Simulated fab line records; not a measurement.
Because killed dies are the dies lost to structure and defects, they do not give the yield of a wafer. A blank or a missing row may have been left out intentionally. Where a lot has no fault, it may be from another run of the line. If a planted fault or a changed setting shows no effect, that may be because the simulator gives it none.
fab line records / flow n5Finfet
[record] lots = 7 wafers = 21 lastDay = 18
route steps=1938 shown BEOL_M11@1536
lots with no fault: from the same line, run without faults
startH: the number of hours between the record's first day and the start of the first shown wafer of the lot / waitH: hours since the lot's step before / " identical to the entry in the row above / L1.1+2: one row covering several wafers at once / - either no value or no given start / * or withheld: withheld / < > ~ a bound
route shown NAME@n: NAME is a module with steps in the file, n the number in the route of the first one / usual: mean/standard deviation taken from wafers without a fault / same: alike in all rows / chamber/n: place in a boat / sites: the reading at each site / _std_site: standard deviation across them / _edge_site: outer sites' mean less inner sites' / radiusMm: for every site, how far away it sits from the centre of the wafer / mask NAME#n: copy n / behind: tool/chamber where the wafer was last shaped / hold: why the lot went on hold/how many hours it stayed there/how the hold came to an end / device: whichever transistor did not switch (one of n, p or np) / end of line: at the end of the route, the tests of the same wafers / for a step that has no rows: nothing shown but its recipe / killed: the dies lost at the first sort to structure and to defects; this is not the yield of the wafer / map: dies across one wafer; x = killed, . = not, _ = none there
set.NAME: the setting that was run; set.NAME@STEP: the one run at that earlier step / model.NAME: the simulator's own value behind a step, which no gauge read
lots at some steps of the route; a table a step, a row a wafer
services: the hour from which a tool's chamber was out of use, counted from the record's first day as startH (under 0 if before that day), plus the number of hours and why
[[steps]]
[step N5_BEOL_M11_ILD_DEP_00]
[recipe] material = SiCOH_lowk targetThkA = 3085.1 tempC = 300 precursor = DEMS/porogen pressureTorr = 5 rfW = 500 timeS = 58
[usual] heaterPowerW = 295/33 showerheadPlenumPTorr = 5.731/0.017 throttleValvePct = 13.6/0.74
lot.wafer=L972.1 tool=pecvd-01 chamber=0 startH=289.19 waitH=0.0 heaterPowerW=335 showerheadPlenumPTorr=5.739 throttleValvePct=14.6
lot.wafer=L972.3 tool=pecvd-01 chamber=0 startH=289.19 waitH=0.0 heaterPowerW=351 showerheadPlenumPTorr=5.740 throttleValvePct=14.6
lot.wafer=L972.5 tool=pecvd-01 chamber=0 startH=289.19 waitH=0.0 heaterPowerW=278 showerheadPlenumPTorr=5.725 throttleValvePct=14.8
lot.wafer=L973.1 tool=pecvd-01 chamber=0 startH=306.22 waitH=0.0 heaterPowerW=317 showerheadPlenumPTorr=5.744 throttleValvePct=14.5
lot.wafer=L973.4 tool=pecvd-01 chamber=2 startH=306.22 waitH=0.0 heaterPowerW=254 showerheadPlenumPTorr=5.702 throttleValvePct=13.6
lot.wafer=L973.6 tool=pecvd-01 chamber=0 startH=306.22 waitH=0.0 heaterPowerW=319 showerheadPlenumPTorr=5.743 throttleValvePct=14.7
lot.wafer=L974.2 tool=pecvd-01 chamber=2 startH=313.00 waitH=0.0 heaterPowerW=266 showerheadPlenumPTorr=5.722 throttleValvePct=13.7
lot.wafer=L974.3 tool=pecvd-01 chamber=1 startH=313.00 waitH=0.0 heaterPowerW=323 showerheadPlenumPTorr=5.708 throttleValvePct=13.0
lot.wafer=L974.5 tool=pecvd-01 chamber=2 startH=313.00 waitH=0.0 heaterPowerW=278 showerheadPlenumPTorr=5.723 throttleValvePct=13.6
lot.wafer=L978.1 tool=pecvd-01 chamber=0 startH=337.50 waitH=0.0 heaterPowerW=307 showerheadPlenumPTorr=5.739 throttleValvePct=14.7
lot.wafer=L978.5 tool=pecvd-01 chamber=2 startH=337.50 waitH=0.0 heaterPowerW=283 showerheadPlenumPTorr=5.722 throttleValvePct=13.6
lot.wafer=L978.6 tool=pecvd-01 chamber=0 startH=337.50 waitH=0.0 heaterPowerW=316 showerheadPlenumPTorr=5.754 throttleValvePct=14.9
lot.wafer=L976.1 tool=pecvd-01 chamber=1 startH=342.81 waitH=0.0 heaterPowerW=341 showerheadPlenumPTorr=5.704 throttleValvePct=13.2
lot.wafer=L976.3 tool=pecvd-01 chamber=2 startH=342.81 waitH=0.0 heaterPowerW=243 showerheadPlenumPTorr=5.727 throttleValvePct=13.6
lot.wafer=L976.6 tool=pecvd-01 chamber=2 startH=342.81 waitH=0.0 heaterPowerW=252 showerheadPlenumPTorr=5.719 throttleValvePct=13.7
lot.wafer=L986.1 tool=pecvd-01 chamber=0 startH=368.68 waitH=0.0 heaterPowerW=331 showerheadPlenumPTorr=5.754 throttleValvePct=14.9
lot.wafer=L986.4 tool=pecvd-01 chamber=2 startH=368.68 waitH=0.0 heaterPowerW=264 showerheadPlenumPTorr=5.719 throttleValvePct=13.5
lot.wafer=L986.5 tool=pecvd-01 chamber=1 startH=368.68 waitH=0.0 heaterPowerW=348 showerheadPlenumPTorr=5.703 throttleValvePct=12.9
lot.wafer=L985.1 tool=pecvd-04 chamber=2 startH=382.38 waitH=0.0 heaterPowerW=254 showerheadPlenumPTorr=5.728 throttleValvePct=13.1
lot.wafer=L985.2 tool=pecvd-04 chamber=1 startH=382.38 waitH=0.0 heaterPowerW=311 showerheadPlenumPTorr=5.756 throttleValvePct=13.1
lot.wafer=L985.4 tool=pecvd-04 chamber=2 startH=382.38 waitH=0.0 heaterPowerW=276 showerheadPlenumPTorr=5.711 throttleValvePct=12.9
[step N5_BEOL_M11_CURE_71]
[recipe] tempC = 385 timeS = 240 ambient = He/Ar material = SiCOH_lowk
[usual] lampPowerPct = 52.32/0.059 wafer_temp_C_max = 386.7/0.45
lot.wafer=L972.1 tool=uvCure-01 chamber=0 startH=289.30 waitH=0.1 lampPowerPct=52.28 wafer_temp_C_max=386.1
lot.wafer=L972.3 tool=uvCure-01 chamber=0 startH=289.30 waitH=0.1 lampPowerPct=52.42 wafer_temp_C_max=386.7
lot.wafer=L972.5 tool=uvCure-01 chamber=0 startH=289.30 waitH=0.1 lampPowerPct=52.41 wafer_temp_C_max=386.5
lot.wafer=L973.1 tool=uvCure-01 chamber=1 startH=306.29 waitH=0.0 lampPowerPct=52.35 wafer_temp_C_max=386.6
lot.wafer=L973.4 tool=uvCure-01 chamber=1 startH=306.29 waitH=0.0 lampPowerPct=52.35 wafer_temp_C_max=386.5
lot.wafer=L973.6 tool=uvCure-01 chamber=1 startH=306.29 waitH=0.0 lampPowerPct=52.22 wafer_temp_C_max=386.8
lot.wafer=L974.2 tool=uvCure-02 chamber=1 startH=313.17 waitH=0.1 lampPowerPct=52.39 wafer_temp_C_max=387.9
lot.wafer=L974.3 tool=uvCure-02 chamber=1 startH=313.17 waitH=0.1 lampPowerPct=52.34 wafer_temp_C_max=387.6
lot.wafer=L974.5 tool=uvCure-02 chamber=1 startH=313.17 waitH=0.1 lampPowerPct=52.18 wafer_temp_C_max=386.8
lot.wafer=L978.1 tool=uvCure-01 chamber=1 startH=337.80 waitH=0.3 lampPowerPct=52.30 wafer_temp_C_max=386.5
lot.wafer=L978.5 tool=uvCure-01 chamber=1 startH=337.80 waitH=0.3 lampPowerPct=52.33 wafer_temp_C_max=386.5
lot.wafer=L978.6 tool=uvCure-01 chamber=1 startH=337.80 waitH=0.3 lampPowerPct=52.40 wafer_temp_C_max=386.4
lot.wafer=L976.1 tool=uvCure-01 chamber=1 startH=342.88 waitH=0.0 lampPowerPct=52.33 wafer_temp_C_max=386.4
lot.wafer=L976.3 tool=uvCure-01 chamber=1 startH=342.88 waitH=0.0 lampPowerPct=52.39 wafer_temp_C_max=386.2
lot.wafer=L976.6 tool=uvCure-01 chamber=1 startH=342.88 waitH=0.0 lampPowerPct=52.40 wafer_temp_C_max=387.1
lot.wafer=L986.1 tool=uvCure-01 chamber=1 startH=368.76 waitH=0.0 lampPowerPct=52.31 wafer_temp_C_max=386.5
lot.wafer=L986.4 tool=uvCure-01 chamber=1 startH=368.76 waitH=0.0 lampPowerPct=52.31 wafer_temp_C_max=386.2
lot.wafer=L986.5 tool=uvCure-01 chamber=1 startH=368.76 waitH=0.0 lampPowerPct=52.23 wafer_temp_C_max=387.0
lot.wafer=L985.1 tool=uvCure-01 chamber=0 startH=382.45 waitH=0.0 lampPowerPct=52.39 wafer_temp_C_max=386.4
lot.wafer=L985.2 tool=uvCure-01 chamber=0 startH=382.45 waitH=0.0 lampPowerPct=52.27 wafer_temp_C_max=387.0
lot.wafer=L985.4 tool=uvCure-01 chamber=0 startH=382.45 waitH=0.0 lampPowerPct=52.35 wafer_temp_C_max=386.5
[step N5_BEOL_M11_THK_MEAS_01]
[recipe] reads = SiCOH_lowk_of_BEOL_M11_ILD_DEP_00
[usual] M11_ILD_THK = 268/3.6
lot.wafer=L972.1 tool=filmMetro-01 chamber=- startH=289.81 waitH=0.4 M11_ILD_THK[nm]=267
lot.wafer=L972.3 tool=filmMetro-01 chamber=- startH=289.81 waitH=0.4 M11_ILD_THK[nm]=270
lot.wafer=L972.5 tool=filmMetro-01 chamber=- startH=289.81 waitH=0.4 M11_ILD_THK[nm]=273
lot.wafer=L973.1 tool=filmMetro-02 chamber=- startH=306.81 waitH=0.4 M11_ILD_THK[nm]=270
lot.wafer=L973.4 tool=filmMetro-02 chamber=- startH=306.81 waitH=0.4 M11_ILD_THK[nm]=273
lot.wafer=L973.6 tool=filmMetro-02 chamber=- startH=306.81 waitH=0.4 M11_ILD_THK[nm]=276
lot.wafer=L974.2 tool=filmMetro-02 chamber=- startH=313.61 waitH=0.4 M11_ILD_THK[nm]=268
lot.wafer=L974.3 tool=filmMetro-02 chamber=- startH=313.61 waitH=0.4 M11_ILD_THK[nm]=267
lot.wafer=L974.5 tool=filmMetro-02 chamber=- startH=313.61 waitH=0.4 M11_ILD_THK[nm]=269
lot.wafer=L978.1 tool=filmMetro-02 chamber=- startH=338.31 waitH=0.4 M11_ILD_THK[nm]=269
lot.wafer=L978.5 tool=filmMetro-02 chamber=- startH=338.31 waitH=0.4 M11_ILD_THK[nm]=267
lot.wafer=L978.6 tool=filmMetro-02 chamber=- startH=338.31 waitH=0.4 M11_ILD_THK[nm]=271
lot.wafer=L976.1 tool=filmMetro-02 chamber=- startH=343.40 waitH=0.4 M11_ILD_THK[nm]=268
lot.wafer=L976.3 tool=filmMetro-02 chamber=- startH=343.40 waitH=0.4 M11_ILD_THK[nm]=264
lot.wafer=L976.6 tool=filmMetro-02 chamber=- startH=343.40 waitH=0.4 M11_ILD_THK[nm]=265
lot.wafer=L986.1 tool=filmMetro-02 chamber=- startH=369.27 waitH=0.4 M11_ILD_THK[nm]=267
lot.wafer=L986.4 tool=filmMetro-02 chamber=- startH=369.27 waitH=0.4 M11_ILD_THK[nm]=272
lot.wafer=L986.5 tool=filmMetro-02 chamber=- startH=369.27 waitH=0.4 M11_ILD_THK[nm]=266
lot.wafer=L985.1 tool=filmMetro-02 chamber=- startH=382.97 waitH=0.4 M11_ILD_THK[nm]=271
lot.wafer=L985.2 tool=filmMetro-02 chamber=- startH=382.97 waitH=0.4 M11_ILD_THK[nm]=268
lot.wafer=L985.4 tool=filmMetro-02 chamber=- startH=382.97 waitH=0.4 M11_ILD_THK[nm]=274
[step N5_BEOL_M11_PECVD_70]
[recipe] material = SiO2 targetThkA = 200 tempC = 400 precursor = TEOS/O2 pressureTorr = 5.5 rfW = 450 teosFlowSccm = 53.8 gas = O2 flowSccm = 3000 timeS = 22.7
[usual] heaterPowerW = 687/66 showerheadPlenumPTorr = 8.75/0.061 throttleValvePct = 21.9/1.3
lot.wafer=L972.1 tool=pecvd-03 chamber=0 startH=289.85 waitH=0.0 heaterPowerW=606 showerheadPlenumPTorr=8.77 throttleValvePct=24.1
lot.wafer=L972.3 tool=pecvd-03 chamber=1 startH=289.85 waitH=0.0 heaterPowerW=649 showerheadPlenumPTorr=8.73 throttleValvePct=21.9
lot.wafer=L972.5 tool=pecvd-03 chamber=1 startH=289.85 waitH=0.0 heaterPowerW=649 showerheadPlenumPTorr=8.71 throttleValvePct=21.7
lot.wafer=L973.1 tool=pecvd-03 chamber=0 startH=306.84 waitH=0.0 heaterPowerW=708 showerheadPlenumPTorr=8.80 throttleValvePct=23.7
lot.wafer=L973.4 tool=pecvd-03 chamber=1 startH=306.84 waitH=0.0 heaterPowerW=738 showerheadPlenumPTorr=8.75 throttleValvePct=21.5
lot.wafer=L973.6 tool=pecvd-03 chamber=0 startH=306.84 waitH=0.0 heaterPowerW=692 showerheadPlenumPTorr=8.79 throttleValvePct=23.7
lot.wafer=L974.2 tool=pecvd-01 chamber=2 startH=313.64 waitH=0.0 heaterPowerW=563 showerheadPlenumPTorr=8.71 throttleValvePct=21.5
lot.wafer=L974.3 tool=pecvd-01 chamber=1 startH=313.64 waitH=0.0 heaterPowerW=763 showerheadPlenumPTorr=8.64 throttleValvePct=21.2
lot.wafer=L974.5 tool=pecvd-01 chamber=2 startH=313.64 waitH=0.0 heaterPowerW=560 showerheadPlenumPTorr=8.69 throttleValvePct=21.8
lot.wafer=L978.1 tool=pecvd-04 chamber=1 startH=338.35 waitH=0.0 heaterPowerW=723 showerheadPlenumPTorr=8.80 throttleValvePct=21.7
lot.wafer=L978.5 tool=pecvd-04 chamber=1 startH=338.35 waitH=0.0 heaterPowerW=729 showerheadPlenumPTorr=8.82 throttleValvePct=21.5
lot.wafer=L978.6 tool=pecvd-04 chamber=2 startH=338.35 waitH=0.0 heaterPowerW=670 showerheadPlenumPTorr=8.73 throttleValvePct=21.3
lot.wafer=L976.1 tool=pecvd-04 chamber=1 startH=343.43 waitH=0.0 heaterPowerW=747 showerheadPlenumPTorr=8.83 throttleValvePct=21.4
lot.wafer=L976.3 tool=pecvd-04 chamber=1 startH=343.43 waitH=0.0 heaterPowerW=749 showerheadPlenumPTorr=8.82 throttleValvePct=21.2
lot.wafer=L976.6 tool=pecvd-04 chamber=2 startH=343.43 waitH=0.0 heaterPowerW=694 showerheadPlenumPTorr=8.73 throttleValvePct=21.1
lot.wafer=L986.1 tool=pecvd-03 chamber=2 startH=369.31 waitH=0.0 heaterPowerW=742 showerheadPlenumPTorr=8.81 throttleValvePct=20.1
lot.wafer=L986.4 tool=pecvd-03 chamber=1 startH=369.31 waitH=0.0 heaterPowerW=782 showerheadPlenumPTorr=8.74 throttleValvePct=21.6
lot.wafer=L986.5 tool=pecvd-03 chamber=2 startH=369.31 waitH=0.0 heaterPowerW=745 showerheadPlenumPTorr=8.81 throttleValvePct=20.2
lot.wafer=L985.1 tool=pecvd-04 chamber=1 startH=383.00 waitH=0.0 heaterPowerW=770 showerheadPlenumPTorr=8.80 throttleValvePct=21.3
lot.wafer=L985.2 tool=pecvd-04 chamber=0 startH=383.00 waitH=0.0 heaterPowerW=552 showerheadPlenumPTorr=8.78 throttleValvePct=21.0
lot.wafer=L985.4 tool=pecvd-04 chamber=0 startH=383.00 waitH=0.0 heaterPowerW=556 showerheadPlenumPTorr=8.78 throttleValvePct=20.8
[step N5_BEOL_M11_HM_DEP_02]
[recipe] material = TiN targetThkA = 200 tempC = 25 chamberPressurePa = 0.49996
[usual] throttleValvePct = 29.8/0.92
lot.wafer=L972.1 tool=pvdSputter-03 chamber=- startH=290.95 waitH=1.1 throttleValvePct=30.0
lot.wafer=L972.3 tool=pvdSputter-03 chamber=- startH=290.95 waitH=1.1 throttleValvePct=31.3
lot.wafer=L972.5 tool=pvdSputter-03 chamber=- startH=290.95 waitH=1.1 throttleValvePct=29.1
lot.wafer=L973.1 tool=pvdSputter-03 chamber=- startH=307.74 waitH=0.9 throttleValvePct=29.3
lot.wafer=L973.4 tool=pvdSputter-03 chamber=- startH=307.74 waitH=0.9 throttleValvePct=31.3
lot.wafer=L973.6 tool=pvdSputter-03 chamber=- startH=307.74 waitH=0.9 throttleValvePct=29.9
lot.wafer=L974.2 tool=pvdSputter-01 chamber=- startH=316.07 waitH=2.4 throttleValvePct=28.6
lot.wafer=L974.3 tool=pvdSputter-01 chamber=- startH=316.07 waitH=2.4 throttleValvePct=30.1
lot.wafer=L974.5 tool=pvdSputter-01 chamber=- startH=316.07 waitH=2.4 throttleValvePct=30.0
lot.wafer=L978.1 tool=pvdSputter-03 chamber=- startH=339.18 waitH=0.8 throttleValvePct=29.1
lot.wafer=L978.5 tool=pvdSputter-03 chamber=- startH=339.18 waitH=0.8 throttleValvePct=29.2
lot.wafer=L978.6 tool=pvdSputter-03 chamber=- startH=339.18 waitH=0.8 throttleValvePct=29.7
lot.wafer=L976.1 tool=pvdSputter-02 chamber=- startH=343.80 waitH=0.3 throttleValvePct=28.5
lot.wafer=L976.3 tool=pvdSputter-02 chamber=- startH=343.80 waitH=0.3 throttleValvePct=29.9
lot.wafer=L976.6 tool=pvdSputter-02 chamber=- startH=343.80 waitH=0.3 throttleValvePct=29.2
lot.wafer=L986.1 tool=pvdSputter-01 chamber=- startH=370.05 waitH=0.7 throttleValvePct=31.6
lot.wafer=L986.4 tool=pvdSputter-01 chamber=- startH=370.05 waitH=0.7 throttleValvePct=28.8
lot.wafer=L986.5 tool=pvdSputter-01 chamber=- startH=370.05 waitH=0.7 throttleValvePct=28.7
lot.wafer=L985.1 tool=pvdSputter-03 chamber=- startH=383.84 waitH=0.8 throttleValvePct=30.1
lot.wafer=L985.2 tool=pvdSputter-03 chamber=- startH=383.84 waitH=0.8 throttleValvePct=31.2
lot.wafer=L985.4 tool=pvdSputter-03 chamber=- startH=383.84 waitH=0.8 throttleValvePct=29.2
[step N5_BEOL_M11_COAT_59]
[recipe] resist = SOC tempC = 250 timeS = 60 spinRpm = 1500 resistThkNm = 100
[step N5_BEOL_M11_COAT_60]
[recipe] resist = SiARC tempC = 220 timeS = 60 spinRpm = 1500 resistThkNm = 30
[step N5_BEOL_M11_COAT_05]
[recipe] resist = CAR-ArF spinRpm = 1500 resistThkNm = 90
[step N5_BEOL_M11_EBR_07]
[recipe] solvent = PGMEA ebrWidthMm = 1.5
[step N5_BEOL_M11_SOFTBAKE_06]
[recipe] tempC = 110 timeS = 60 resist = CAR-ArF
[step N5_BEOL_M11_EXPOSE_08]
[recipe] maskId = M11 na = 1.35 sourceShape = dipole sigmaInner = 0.411 sigmaOuter = 0.611 polarization = te doseMj = 53.75
[step N5_BEOL_M11_PEB_09]
[recipe] pebTempC = withheld pebTimeS = 60 resist = CAR-ArF
[step N5_BEOL_M11_DEVELOP_10]
[recipe] developTimeS = 30 developer = TMAH resist = CAR-ArF rinseLiquid = diw dry = airSpin devTempC = 23
[usual] chillPlateTempC = 23.01/0.087 developTimeS = 30/0
lot.wafer=L972.1 tool=lithoTrack-03 chamber=0 startH=291.39 waitH=- chillPlateTempC=22.99 developTimeS=30 model.CAR-ArF_of_BEOL_M11_COAT_05.thkNm=88.2
lot.wafer=L972.3 tool=lithoTrack-03 chamber=0 startH=291.39 waitH=- chillPlateTempC=23.11 developTimeS=30 model.CAR-ArF_of_BEOL_M11_COAT_05.thkNm=88
lot.wafer=L972.5 tool=lithoTrack-03 chamber=0 startH=291.39 waitH=- chillPlateTempC=23.09 developTimeS=30 model.CAR-ArF_of_BEOL_M11_COAT_05.thkNm=88.2
lot.wafer=L973.1 tool=lithoTrack-05 chamber=0 startH=308.06 waitH=- chillPlateTempC=22.98 developTimeS=30 model.CAR-ArF_of_BEOL_M11_COAT_05.thkNm=88.2
lot.wafer=L973.4 tool=lithoTrack-05 chamber=0 startH=308.06 waitH=- chillPlateTempC=22.79 developTimeS=30 model.CAR-ArF_of_BEOL_M11_COAT_05.thkNm=88.6
lot.wafer=L973.6 tool=lithoTrack-05 chamber=0 startH=308.06 waitH=- chillPlateTempC=23.12 developTimeS=30 model.CAR-ArF_of_BEOL_M11_COAT_05.thkNm=88.4
lot.wafer=L974.2 tool=lithoTrack-05 chamber=- startH=316.51 waitH=- chillPlateTempC=- developTimeS=- model.CAR-ArF_of_BEOL_M11_COAT_05.thkNm=90
lot.wafer=L974.3 tool=lithoTrack-05 chamber=- startH=316.51 waitH=- chillPlateTempC=- developTimeS=- model.CAR-ArF_of_BEOL_M11_COAT_05.thkNm=90.2
lot.wafer=L974.5 tool=lithoTrack-05 chamber=- startH=316.51 waitH=- chillPlateTempC=- developTimeS=- model.CAR-ArF_of_BEOL_M11_COAT_05.thkNm=90.4
lot.wafer=L978.1 tool=lithoTrack-03 chamber=- startH=339.62 waitH=- chillPlateTempC=- developTimeS=- model.CAR-ArF_of_BEOL_M11_COAT_05.thkNm=90
lot.wafer=L978.5 tool=lithoTrack-03 chamber=- startH=339.62 waitH=- chillPlateTempC=- developTimeS=- model.CAR-ArF_of_BEOL_M11_COAT_05.thkNm=90
lot.wafer=L978.6 tool=lithoTrack-03 chamber=- startH=339.62 waitH=- chillPlateTempC=- developTimeS=- model.CAR-ArF_of_BEOL_M11_COAT_05.thkNm=90.2
lot.wafer=L976.1 tool=lithoTrack-05 chamber=- startH=344.11 waitH=- chillPlateTempC=- developTimeS=- model.CAR-ArF_of_BEOL_M11_COAT_05.thkNm=90.2
lot.wafer=L976.3 tool=lithoTrack-05 chamber=- startH=344.11 waitH=- chillPlateTempC=- developTimeS=- model.CAR-ArF_of_BEOL_M11_COAT_05.thkNm=90
lot.wafer=L976.6 tool=lithoTrack-05 chamber=- startH=344.11 waitH=- chillPlateTempC=- developTimeS=- model.CAR-ArF_of_BEOL_M11_COAT_05.thkNm=90
lot.wafer=L986.1 tool=lithoTrack-01 chamber=0 startH=370.36 waitH=- chillPlateTempC=22.90 developTimeS=30 model.CAR-ArF_of_BEOL_M11_COAT_05.thkNm=88.4
lot.wafer=L986.4 tool=lithoTrack-01 chamber=0 startH=370.36 waitH=- chillPlateTempC=22.91 developTimeS=30 model.CAR-ArF_of_BEOL_M11_COAT_05.thkNm=88.2
lot.wafer=L986.5 tool=lithoTrack-01 chamber=0 startH=370.36 waitH=- chillPlateTempC=23.03 developTimeS=30 model.CAR-ArF_of_BEOL_M11_COAT_05.thkNm=88.2
lot.wafer=L985.1 tool=lithoTrack-03 chamber=0 startH=384.15 waitH=- chillPlateTempC=22.92 developTimeS=30 model.CAR-ArF_of_BEOL_M11_COAT_05.thkNm=88
lot.wafer=L985.2 tool=lithoTrack-03 chamber=0 startH=384.15 waitH=- chillPlateTempC=23.06 developTimeS=30 model.CAR-ArF_of_BEOL_M11_COAT_05.thkNm=88
lot.wafer=L985.4 tool=lithoTrack-03 chamber=0 startH=384.15 waitH=- chillPlateTempC=22.93 developTimeS=30 model.CAR-ArF_of_BEOL_M11_COAT_05.thkNm=88
[step N5_BEOL_M11_CD_MEAS_11]
[recipe] targetCdNm = 64.1 landingEnergyEv = 500 detector = seInlens polarity = opening
[usual] cdNm = 63.8/0.52
lot.wafer=L972.1 tool=cdSem-03 chamber=0 startH=291.45 waitH=- cdNm=63.4
lot.wafer=L972.3 tool=cdSem-03 chamber=0 startH=291.45 waitH=- cdNm=63.9
lot.wafer=L972.5 tool=cdSem-03 chamber=0 startH=291.45 waitH=- cdNm=64.2
lot.wafer=L973.1 tool=cdSem-03 chamber=0 startH=308.11 waitH=- cdNm=63.8
lot.wafer=L973.4 tool=cdSem-03 chamber=0 startH=308.11 waitH=- cdNm=63.7
lot.wafer=L973.6 tool=cdSem-03 chamber=0 startH=308.11 waitH=- cdNm=63.9
lot.wafer=L974.2 tool=cdSem-03 chamber=0 startH=316.57 waitH=- cdNm=-
lot.wafer=L974.3 tool=cdSem-03 chamber=0 startH=316.57 waitH=- cdNm=-
lot.wafer=L974.5 tool=cdSem-03 chamber=0 startH=316.57 waitH=- cdNm=-
lot.wafer=L978.1 tool=cdSem-01 chamber=0 startH=339.68 waitH=- cdNm=-
lot.wafer=L978.5 tool=cdSem-01 chamber=0 startH=339.68 waitH=- cdNm=-
lot.wafer=L978.6 tool=cdSem-01 chamber=0 startH=339.68 waitH=- cdNm=-
lot.wafer=L976.1 tool=cdSem-02 chamber=0 startH=344.17 waitH=- cdNm=-
lot.wafer=L976.3 tool=cdSem-02 chamber=0 startH=344.17 waitH=- cdNm=-
lot.wafer=L976.6 tool=cdSem-02 chamber=0 startH=344.17 waitH=- cdNm=-
lot.wafer=L986.1 tool=cdSem-03 chamber=0 startH=370.42 waitH=- cdNm=64.7
lot.wafer=L986.4 tool=cdSem-03 chamber=0 startH=370.42 waitH=- cdNm=65.0
lot.wafer=L986.5 tool=cdSem-03 chamber=0 startH=370.42 waitH=- cdNm=64.4
lot.wafer=L985.1 tool=cdSem-03 chamber=0 startH=384.21 waitH=- cdNm=64.8
lot.wafer=L985.2 tool=cdSem-03 chamber=0 startH=384.21 waitH=- cdNm=64.3
lot.wafer=L985.4 tool=cdSem-03 chamber=0 startH=384.21 waitH=- cdNm=64.0
[[services]]
tool=pecvd-01 chamber=- startH=266.95 hours=2.8 kind=pm
tool=uvCure-01 chamber=- startH=269.51 hours=7.6 kind=repair
tool=pecvd-01 chamber=1 startH=278.52 hours=4.2 kind=repair
tool=uvCure-01 chamber=- startH=284.05 hours=2.1 kind=pm
tool=pecvd-01 chamber=2 startH=284.94 hours=19.7 kind=repair
tool=uvCure-02 chamber=- startH=290.74 hours=1.0 kind=pm
tool=pecvd-04 chamber=- startH=296.71 hours=4.4 kind=repair
tool=uvCure-02 chamber=- startH=298.68 hours=10.4 kind=repair
tool=pecvd-04 chamber=0 startH=336.82 hours=- kind=clean
tool=pecvd-04 chamber=0 startH=336.82 hours=29.5 kind=scheduledDown
tool=pecvd-04 chamber=0 startH=336.82 hours=29.5 kind=ventCycle
tool=uvCure-01 chamber=- startH=346.03 hours=14.6 kind=pm
tool=uvCure-01 chamber=- startH=370.22 hours=2.8 kind=pm
tool=pvdSputter-01 chamber=- startH=376.86 hours=2.8 kind=repair
tool=pecvd-03 chamber=1 startH=378.82 hours=2.1 kind=scheduledDown
[[key]]
[firstSign] step = N5_BEOL_M11_DEVELOP_10 reading = toolRecord direction = missing
effect none on later readings
[modelEffect] step = N5_BEOL_M11_DEVELOP_10 value = CAR-ArF_of_BEOL_M11_COAT_05.thkNm without = 88.44 struck = 90.11
metAt N5_BEOL_M11_DEVELOP_10
struckWafers L974.2,L974.3,L974.5,L976.1,L976.3,L976.6,L978.1,L978.5,L978.6
laterRowsLeftOut L974.2,L974.3,L974.5,L976.1,L976.3,L976.6,L978.1,L978.5,L978.6
sortLeftOut L974.2,L974.3,L974.5,L976.1,L976.3,L976.6,L978.1,L978.5,L978.6
onsetBetween 308.06 316.51
[fault] kind = skippedStepWhole tool = lithoTrack-03,lithoTrack-05 chamber = - onsetH = 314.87 steps = N5_BEOL_M11_DEVELOP_10 scope = struckLotsOnly
// sortLeftOut: the simulated sort isn't trusted on such a fault, so these wafers' sort isn't shown, and their yield isn't known
// laterRowsLeftOut: the simulator's readings of these wafers behind a module that went badly wrong aren't trusted and aren't shown, but for the sort
